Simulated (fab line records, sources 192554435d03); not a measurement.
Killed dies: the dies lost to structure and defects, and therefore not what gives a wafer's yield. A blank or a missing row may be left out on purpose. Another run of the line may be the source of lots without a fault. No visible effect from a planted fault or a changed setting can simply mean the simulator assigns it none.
Split-lot trial :: flow n5Finfet :: route with 1938 steps; 7 lots, 21 wafers read

== THE SPLIT ITSELF ==
At N5_BEOL_M1_ILD_DEP_00 (deposits SiOC from DEMS/O2, target thk 79 nm, time 15.3 s), the setting timeS was moved away from the recipe's 15.3 s on 6 of the 21 wafers read, by -6.8% to +13.9%. All remaining wafers had this setting at the recipe value.

Between the split and the reading, the file records no step.

== THE READING ==
M1_ILD_THK (nm), taken at N5_BEOL_M1_THK_MEAS_01. Fault-free wafers of this fab line usually give 78.9 nm, standard deviation 0.99 nm.

wafer: L074.1
tool, chamber at the split: pecvd-03, 1
timeS as run, s: 15.3
against the recipe: recipe
M1_ILD_THK, nm: 77.9
against lot-mates on the recipe: -

wafer: L074.2
tool, chamber at the split: pecvd-03, 0
timeS as run, s: 15.3
against the recipe: recipe
M1_ILD_THK, nm: 77.6
against lot-mates on the recipe: -

wafer: L074.4
tool, chamber at the split: pecvd-03, 0
timeS as run, s: 15.3
against the recipe: recipe
M1_ILD_THK, nm: 79.1
against lot-mates on the recipe: -

wafer: L076.1
tool, chamber at the split: pecvd-03, 0
timeS as run, s: 15.3
against the recipe: recipe
M1_ILD_THK, nm: 77.1
against lot-mates on the recipe: -

wafer: L076.3
tool, chamber at the split: pecvd-03, 2
timeS as run, s: 15.3
against the recipe: recipe
M1_ILD_THK, nm: 78.5
against lot-mates on the recipe: -

wafer: L076.4
tool, chamber at the split: pecvd-03, 0
timeS as run, s: 15.3
against the recipe: recipe
M1_ILD_THK, nm: 79.2
against lot-mates on the recipe: -

wafer: L078.2
tool, chamber at the split: pecvd-03, 2
timeS as run, s: 17.39
against the recipe: +13.7%
M1_ILD_THK, nm: 89.1
against lot-mates on the recipe: +10.0

wafer: L078.3
tool, chamber at the split: pecvd-03, 0
timeS as run, s: 17.39
against the recipe: +13.7%
M1_ILD_THK, nm: 89.8
against lot-mates on the recipe: +10.7

wafer: L078.4
tool, chamber at the split: pecvd-03, 2
timeS as run, s: 15.3
against the recipe: recipe
M1_ILD_THK, nm: 79.1
against lot-mates on the recipe: -

wafer: L082.3
tool, chamber at the split: pecvd-01, 0
timeS as run, s: 17.03
against the recipe: +11.3%
M1_ILD_THK, nm: 86.7
against lot-mates on the recipe: +7.0

wafer: L082.5
tool, chamber at the split: pecvd-01, 0
timeS as run, s: 15.3
against the recipe: recipe
M1_ILD_THK, nm: 79.8
against lot-mates on the recipe: -

wafer: L082.6
tool, chamber at the split: pecvd-01, 1
timeS as run, s: 15.3
against the recipe: recipe
M1_ILD_THK, nm: 79.6
against lot-mates on the recipe: -

wafer: L090.1
tool, chamber at the split: pecvd-03, 1
timeS as run, s: 15.3
against the recipe: recipe
M1_ILD_THK, nm: 78.7
against lot-mates on the recipe: -

wafer: L090.4
tool, chamber at the split: pecvd-03, 1
timeS as run, s: 15.3
against the recipe: recipe
M1_ILD_THK, nm: 80.2
against lot-mates on the recipe: -

wafer: L090.6
tool, chamber at the split: pecvd-03, 0
timeS as run, s: 15.3
against the recipe: recipe
M1_ILD_THK, nm: 80.0
against lot-mates on the recipe: -

wafer: L089.1
tool, chamber at the split: pecvd-02, 0
timeS as run, s: 17.42
against the recipe: +13.9%
M1_ILD_THK, nm: 89.1
against lot-mates on the recipe: +10.8

wafer: L089.2
tool, chamber at the split: pecvd-02, 1
timeS as run, s: 15.3
against the recipe: recipe
M1_ILD_THK, nm: 78.3
against lot-mates on the recipe: -

wafer: L089.5
tool, chamber at the split: pecvd-02, 1
timeS as run, s: 17.42
against the recipe: +13.9%
M1_ILD_THK, nm: 91.2
against lot-mates on the recipe: +12.9

wafer: L094.2
tool, chamber at the split: pecvd-02, 0
timeS as run, s: 15.3
against the recipe: recipe
M1_ILD_THK, nm: 78.0
against lot-mates on the recipe: -

wafer: L094.4
tool, chamber at the split: pecvd-02, 2
timeS as run, s: 15.3
against the recipe: recipe
M1_ILD_THK, nm: 80.4
against lot-mates on the recipe: -

wafer: L094.5
tool, chamber at the split: pecvd-02, 1
timeS as run, s: 14.26
against the recipe: -6.8%
M1_ILD_THK, nm: 74.5
against lot-mates on the recipe: -4.7

FIT RESULTS
A straight line over all 21 wafers: M1_ILD_THK changes by +0.767 nm for each +1% of timeS; r = +0.98; the points scatter about the line by 0.99 nm.
The same after taking each lot's own level away (the mean of its wafers on the recipe; 21 wafers): +0.774 nm for each +1%; r = +0.98; scatter 0.92 nm.
According to that fit, moving timeS by its largest amount changes the reading by 11 nm.
Across the lots, their own levels run from 78.20 to 79.70 nm, a range of 1.5 times the standard deviation given above.
So the lot-to-lot level changes the slope little: the two slopes agree.
Check: with one of the wafers moved furthest among these (+13.9%) left out of the fit, the line predicts +10.7 nm for it against its lot-mates. It came out at +10.8 nm against them.

== THE OTHER SPLITS THESE WAFERS WENT THROUGH ==
These wafers also went through other splits before the reading. Each is held against what the fit with the lots' levels taken away leaves over:
other split on the same wafers: N5_BEOL_M0_SAQP_ETCH_107 biasW
wafers away from the commonest value: 6
r with M1_ILD_THK (lot level and that fit taken away): +0.05

== THE WHOLE CHAIN: every reading that the file lists as answering this split, in the file's order ==
step: N5_BEOL_M1_ILD_DEP_00
what it does: deposits SiOC from DEMS/O2, target thk 79 nm, time 15.3 s
reading: SiOC_of_BEOL_M1_ILD_DEP_00.thkNm (the simulator's own value, which no gauge read)
change (the file's fit): +0.756 nm for each +1% of the setting
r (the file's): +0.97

step: N5_BEOL_M1_THK_MEAS_01
what it does: 
reading: M1_ILD_THK
change (the file's fit): +0.755 for each +1% of the setting
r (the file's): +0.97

== FILE'S OWN FIT ==
M1_ILD_THK changes by +0.755 nm for each +1% of timeS, r = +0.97.
